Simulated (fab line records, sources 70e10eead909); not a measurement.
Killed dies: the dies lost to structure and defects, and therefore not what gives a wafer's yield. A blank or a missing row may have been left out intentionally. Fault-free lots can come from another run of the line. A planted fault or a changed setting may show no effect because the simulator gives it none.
Which of the tools did it? :: flow nandHarc :: Sampling: 12 lots, 36 wafers, 6 of 1159 route steps

== WHAT THE GAUGES READ, wafer by wafer ==
NHARC_P_GATE_CD_MEAS_46: the cd target is 720 nm. Usual: cdNm 720.8 nm, standard deviation 1.5.
lot: L647
measured: day 5 12:01
on: cdSem-01
cdNm (nm): 721.9 721.0 721.1
flag: 

lot: L648
measured: day 5 13:28
on: cdSem-02
cdNm (nm): 721.3 722.0 721.8
flag: 

lot: L649
measured: day 5 19:37
on: cdSem-01
cdNm (nm): 721.5 722.3 721.5
flag: 

lot: L651
measured: day 6 01:49
on: cdSem-01
cdNm (nm): 719.1 718.8 719.0
flag: 

lot: L653
measured: day 6 17:46
on: cdSem-01
cdNm (nm): 717.5 720.2 719.5
flag: 

lot: L654
measured: day 6 20:06
on: cdSem-03
cdNm (nm): 722.9 719.7 721.9
flag: 

lot: L655
measured: day 7 12:56
on: cdSem-02
cdNm (nm): - - -
flag: OFF

lot: L659
measured: day 8 12:41
on: cdSem-02
cdNm (nm): 723.6 722.6 722.3
flag: 

lot: L667
measured: day 10 02:28
on: cdSem-02
cdNm (nm): 717.3 717.8 720.3
flag: 

lot: L669
measured: day 10 18:46
on: cdSem-02
cdNm (nm): 719.5 719.3 717.8
flag: 

lot: L668
measured: day 10 18:36
on: cdSem-02
cdNm (nm): 723.5 721.7 719.8
flag: 

lot: L670
measured: day 10 23:43
on: cdSem-03
cdNm (nm): 720.0 717.7 722.7
flag: 

NHARC_END_SORT_01. Usual: killedAtArray 29, standard deviation 10; killedAtOther 0.7, standard deviation 1.1; killedAtPeriphery 3.2, standard deviation 2.2; killedDies 33, standard deviation 11; killedOpen 3.5, standard deviation 1.8; killedShort 2.0, standard deviation 1.4.
lot: L655
measured: day 21 19:02
on: prober-02
killedAtArray: 29 33 29
killedAtOther: 1 2 2
killedAtPeriphery: 647 642 646
killedDies: 677 677 677
killedOpen: 6 6 2
killedShort: 0 3 0
flag: OFF

== TOOL THAT RAN EACH LOT (tool first, then ch and the chambers of the sampled wafers, then the start) ==
lot: L647
NHARC_P_GATE_ETCH_104: rieDiel-13 ch 0,1,3, day 4 23:14
NHARC_P_GATE_EXPOSE_43: krfScanner-03 ch 0, day 5 11:51
NHARC_P_GATE_STRIP_75: plasmaAsher-02 ch 0,1, day 5 12:50
NHARC_P_GATE_STRIP_112: plasmaAsher-01 ch 0,1, day 5 14:13

lot: L648
NHARC_P_GATE_ETCH_104: rieDiel-01 ch 1,2,3, day 4 23:30
NHARC_P_GATE_EXPOSE_43: krfScanner-02 ch 0, day 5 13:19
NHARC_P_GATE_STRIP_75: plasmaAsher-02 ch 0,1, day 5 14:20
NHARC_P_GATE_STRIP_112: plasmaAsher-02 ch 0,1, day 5 15:52

lot: L649
NHARC_P_GATE_ETCH_104: rieDiel-01 ch 2,3, day 5 07:35
NHARC_P_GATE_EXPOSE_43: krfScanner-03 ch 0, day 5 19:28
NHARC_P_GATE_STRIP_75: plasmaAsher-01 ch 0,1, day 5 20:32
NHARC_P_GATE_STRIP_112: plasmaAsher-01 ch 0,1, day 5 22:02

lot: L651
NHARC_P_GATE_ETCH_104: rieDiel-07 ch 1,2,3, day 5 07:59
NHARC_P_GATE_EXPOSE_43: krfScanner-01 ch 0, day 6 01:39
NHARC_P_GATE_STRIP_75: plasmaAsher-01 ch 0,1, day 6 02:38
NHARC_P_GATE_STRIP_112: plasmaAsher-02 ch 0,1, day 6 04:06

lot: L653
NHARC_P_GATE_ETCH_104: rieDiel-07 ch 1,2,3, day 6 05:47
NHARC_P_GATE_EXPOSE_43: krfScanner-01 ch 0, day 6 17:37
NHARC_P_GATE_STRIP_75: plasmaAsher-01 ch 0, day 6 18:37
NHARC_P_GATE_STRIP_112: plasmaAsher-02 ch 0,1, day 6 20:08

lot: L654
NHARC_P_GATE_ETCH_104: rieDiel-07 ch 1,2,3, day 6 06:25
NHARC_P_GATE_EXPOSE_43: krfScanner-01 ch 0, day 6 19:56
NHARC_P_GATE_STRIP_75: plasmaAsher-01 ch 0,1, day 6 21:01
NHARC_P_GATE_STRIP_112: plasmaAsher-02 ch 0,1, day 6 22:38

lot: L655
NHARC_P_GATE_ETCH_104: rieDiel-13 ch 1,3, day 7 01:18
NHARC_P_GATE_EXPOSE_43: krfScanner-01 ch 0, day 7 12:47
NHARC_P_GATE_STRIP_75: plasmaAsher-01 ch 1, day 7 13:50
NHARC_P_GATE_STRIP_112: plasmaAsher-02 ch 0,1, day 7 15:14

lot: L659
NHARC_P_GATE_ETCH_104: rieDiel-07 ch 0,2,3, day 8 00:49
NHARC_P_GATE_EXPOSE_43: krfScanner-01 ch 0, day 8 12:32
NHARC_P_GATE_STRIP_75: plasmaAsher-02 ch 0,1, day 8 13:34
NHARC_P_GATE_STRIP_112: plasmaAsher-01 ch 0,1, day 8 15:03

lot: L667
NHARC_P_GATE_ETCH_104: rieDiel-13 ch 0,1,2, day 9 14:46
NHARC_P_GATE_EXPOSE_43: krfScanner-01 ch 0, day 10 02:19
NHARC_P_GATE_STRIP_75: plasmaAsher-02 ch 0,1, day 10 03:19
NHARC_P_GATE_STRIP_112: plasmaAsher-01 ch 0,1, day 10 04:53

lot: L669
NHARC_P_GATE_ETCH_104: rieDiel-13 ch 0,1, day 10 04:38
NHARC_P_GATE_EXPOSE_43: krfScanner-03 ch 0, day 10 18:37
NHARC_P_GATE_STRIP_75: plasmaAsher-02 ch 0,1, day 10 19:38
NHARC_P_GATE_STRIP_112: plasmaAsher-02 ch 0,1, day 10 21:10

lot: L668
NHARC_P_GATE_ETCH_104: rieDiel-01 ch 0,1,3, day 10 04:56
NHARC_P_GATE_EXPOSE_43: krfScanner-01 ch 0, day 10 18:26
NHARC_P_GATE_STRIP_75: plasmaAsher-01 ch 0,1, day 10 19:26
NHARC_P_GATE_STRIP_112: plasmaAsher-01 ch 0,1, day 10 20:46

lot: L670
NHARC_P_GATE_ETCH_104: rieDiel-13 ch 0,1,2, day 10 11:56
NHARC_P_GATE_EXPOSE_43: krfScanner-01 ch 0, day 10 23:34
NHARC_P_GATE_STRIP_75: plasmaAsher-01 ch 0,1, day 11 00:34
NHARC_P_GATE_STRIP_112: plasmaAsher-02 ch 0,1, day 11 02:01
- NHARC_P_GATE_ETCH_104: etches the open film in CF4/CHF3, target depth 60 nm.
- NHARC_P_GATE_EXPOSE_43: exposes mask P NSD, target cd 720 nm.
- NHARC_P_GATE_STRIP_75: strips in O2.
- NHARC_P_GATE_STRIP_112: strips in N2/H2, time 200 s.

== AS READ BY THE TOOLS THEMSELVES (means over the sampled wafers that have a number; for cases with no such wafer, the mark the record gives instead) ==
NHARC_P_GATE_ETCH_104. Usual: drypumpMotorCurrentA 5.7 A, standard deviation 0.37; oesProductAu 0.941 a.u., standard deviation 0.02; rfVppV 370.6 V, standard deviation 2.2; showerheadPlenumPTorr 1.57 Torr, standard deviation 0.06; throttleValvePct 16.805 %, standard deviation 0.0091.
lot: L647
tool: rieDiel-13
drypumpMotorCurrentA (A): 5.5
oesProductAu (a.u.): 0.935
rfVppV (V): 369.3
showerheadPlenumPTorr (Torr): 1.55
throttleValvePct (%): 16.812
flag: 

lot: L648
tool: rieDiel-01
drypumpMotorCurrentA (A): 5.5
oesProductAu (a.u.): 0.943
rfVppV (V): 370.2
showerheadPlenumPTorr (Torr): 1.57
throttleValvePct (%): 16.802
flag: 

lot: L649
tool: rieDiel-01
drypumpMotorCurrentA (A): 5.8
oesProductAu (a.u.): 0.928
rfVppV (V): 372.2
showerheadPlenumPTorr (Torr): 1.61
throttleValvePct (%): 16.800
flag: 

lot: L651
tool: rieDiel-07
drypumpMotorCurrentA (A): 5.6
oesProductAu (a.u.): 0.937
rfVppV (V): 371.0
showerheadPlenumPTorr (Torr): 1.58
throttleValvePct (%): 16.808
flag: 

lot: L653
tool: rieDiel-07
drypumpMotorCurrentA (A): 5.6
oesProductAu (a.u.): 0.914
rfVppV (V): 371.0
showerheadPlenumPTorr (Torr): 1.58
throttleValvePct (%): 16.814
flag: 

lot: L654
tool: rieDiel-07
drypumpMotorCurrentA (A): 5.6
oesProductAu (a.u.): 0.916
rfVppV (V): 370.3
showerheadPlenumPTorr (Torr): 1.58
throttleValvePct (%): 16.817
flag: 

lot: L655
tool: rieDiel-13
drypumpMotorCurrentA (A): 5.8
oesProductAu (a.u.): 0.979
rfVppV (V): 370.6
showerheadPlenumPTorr (Torr): 1.59
throttleValvePct (%): 16.810
flag: 

lot: L659
tool: rieDiel-07
drypumpMotorCurrentA (A): 5.7
oesProductAu (a.u.): 0.938
rfVppV (V): 372.4
showerheadPlenumPTorr (Torr): 1.62
throttleValvePct (%): 16.805
flag: 

lot: L667
tool: rieDiel-13
drypumpMotorCurrentA (A): 5.5
oesProductAu (a.u.): 0.964
rfVppV (V): 368.6
showerheadPlenumPTorr (Torr): 1.51
throttleValvePct (%): 16.806
flag: 

lot: L669
tool: rieDiel-13
drypumpMotorCurrentA (A): 5.3
oesProductAu (a.u.): 0.966
rfVppV (V): 368.7
showerheadPlenumPTorr (Torr): 1.51
throttleValvePct (%): 16.803
flag: 

lot: L668
tool: rieDiel-01
drypumpMotorCurrentA (A): 5.7
oesProductAu (a.u.): 0.927
rfVppV (V): 369.0
showerheadPlenumPTorr (Torr): 1.51
throttleValvePct (%): 16.805
flag: 

lot: L670
tool: rieDiel-13
drypumpMotorCurrentA (A): 5.5
oesProductAu (a.u.): 0.918
rfVppV (V): 368.7
showerheadPlenumPTorr (Torr): 1.51
throttleValvePct (%): 16.811
flag: 

NHARC_P_GATE_EXPOSE_43. Usual: stageVelMmS 500.0 mm/s, standard deviation 0.31.
lot: L647
tool: krfScanner-03
stageVelMmS (mm/s): 500.0
flag: 

lot: L648
tool: krfScanner-02
stageVelMmS (mm/s): 500.4
flag: 

lot: L649
tool: krfScanner-03
stageVelMmS (mm/s): 499.6
flag: 

lot: L651
tool: krfScanner-01
stageVelMmS (mm/s): 500.5
flag: 

lot: L653
tool: krfScanner-01
stageVelMmS (mm/s): 500.3
flag: 

lot: L654
tool: krfScanner-01
stageVelMmS (mm/s): 500.1
flag: 

lot: L655
tool: krfScanner-01
stageVelMmS (mm/s): 499.9
flag: 

lot: L659
tool: krfScanner-01
stageVelMmS (mm/s): 499.8
flag: 

lot: L667
tool: krfScanner-01
stageVelMmS (mm/s): 500.2
flag: 

lot: L669
tool: krfScanner-03
stageVelMmS (mm/s): 499.5
flag: 

lot: L668
tool: krfScanner-01
stageVelMmS (mm/s): 499.6
flag: 

lot: L670
tool: krfScanner-01
stageVelMmS (mm/s): 499.8
flag: 

NHARC_P_GATE_STRIP_75. Usual: drypumpMotorCurrentA 5.7 A, standard deviation 0.45; heaterPowerW 339 W, standard deviation 23.
lot: L647
tool: plasmaAsher-02
drypumpMotorCurrentA (A): 5.7
heaterPowerW (W): 353
flag: 

lot: L648
tool: plasmaAsher-02
drypumpMotorCurrentA (A): 5.7
heaterPowerW (W): 355
flag: 

lot: L649
tool: plasmaAsher-01
drypumpMotorCurrentA (A): 5.7
heaterPowerW (W): 320
flag: 

lot: L651
tool: plasmaAsher-01
drypumpMotorCurrentA (A): 5.7
heaterPowerW (W): 321
flag: 

lot: L653
tool: plasmaAsher-01
drypumpMotorCurrentA (A): 5.9
heaterPowerW (W): 323
flag: 

lot: L654
tool: plasmaAsher-01
drypumpMotorCurrentA (A): 5.4
heaterPowerW (W): 322
flag: 

lot: L655
tool: plasmaAsher-01
drypumpMotorCurrentA (A): 5.2
heaterPowerW (W): 330
flag: 

lot: L659
tool: plasmaAsher-02
drypumpMotorCurrentA (A): 5.7
heaterPowerW (W): 353
flag: 

lot: L667
tool: plasmaAsher-02
drypumpMotorCurrentA (A): 5.7
heaterPowerW (W): 329
flag: 

lot: L669
tool: plasmaAsher-02
drypumpMotorCurrentA (A): 5.7
heaterPowerW (W): 333
flag: 

lot: L668
tool: plasmaAsher-01
drypumpMotorCurrentA (A): 5.7
heaterPowerW (W): 324
flag: 

lot: L670
tool: plasmaAsher-01
drypumpMotorCurrentA (A): 5.7
heaterPowerW (W): 324
flag: 

NHARC_P_GATE_STRIP_112. Usual: drypumpMotorCurrentA 5.7 A, standard deviation 0.45; heaterPowerW 90 W, standard deviation 6.
lot: L647
tool: plasmaAsher-01
drypumpMotorCurrentA (A): 5.7
heaterPowerW (W): 86
flag: 

lot: L648
tool: plasmaAsher-02
drypumpMotorCurrentA (A): 5.7
heaterPowerW (W): 93
flag: 

lot: L649
tool: plasmaAsher-01
drypumpMotorCurrentA (A): 5.7
heaterPowerW (W): 85
flag: 

lot: L651
tool: plasmaAsher-02
drypumpMotorCurrentA (A): 6.0
heaterPowerW (W): 97
flag: 

lot: L653
tool: plasmaAsher-02
drypumpMotorCurrentA (A): 5.7
heaterPowerW (W): 94
flag: 

lot: L654
tool: plasmaAsher-02
drypumpMotorCurrentA (A): 5.7
heaterPowerW (W): 93
flag: 

lot: L655
tool: plasmaAsher-02
drypumpMotorCurrentA (A): 6.0
heaterPowerW (W): 98
flag: 

lot: L659
tool: plasmaAsher-01
drypumpMotorCurrentA (A): 5.7
heaterPowerW (W): 86
flag: 

lot: L667
tool: plasmaAsher-01
drypumpMotorCurrentA (A): 5.4
heaterPowerW (W): 87
flag: 

lot: L669
tool: plasmaAsher-02
drypumpMotorCurrentA (A): 6.0
heaterPowerW (W): 94
flag: 

lot: L668
tool: plasmaAsher-01
drypumpMotorCurrentA (A): 5.4
heaterPowerW (W): 87
flag: 

lot: L670
tool: plasmaAsher-02
drypumpMotorCurrentA (A): 6.0
heaterPowerW (W): 94
flag: 

== THE ANSWER, worked out from the rows above alone ==
Rule: a lot counts as off when the mean over its wafers that have a number is more than 3 standard deviations away from the usual mean. A lot without any number at a reading at which 4 lots or more have one is off too. Where the step has rows for the other lots, those lots are counted as sound. The gauges are gone through in route order, then the tools' own readings, and for those a lot's mean is taken as printed above. The first step at which some lot is off is used, and at that step the reading that is off furthest; a lot without a number counts as furthest.
Off at NHARC_P_GATE_CD_MEAS_46 (cdNm): L655. Without a number there: L655.
If a tool, at a process step before that reading, ran all the lots that are off and no sound lot after the first of them, it fits. The gauges at NHARC_P_GATE_CD_MEAS_46 aren't tried: what is off there is off at NHARC_END_SORT_01 too, on other tools, and a gauge's error can't cause that. None of those tried fits.

== WHAT HAD BEEN PUT IN BY THE SIMULATOR ==
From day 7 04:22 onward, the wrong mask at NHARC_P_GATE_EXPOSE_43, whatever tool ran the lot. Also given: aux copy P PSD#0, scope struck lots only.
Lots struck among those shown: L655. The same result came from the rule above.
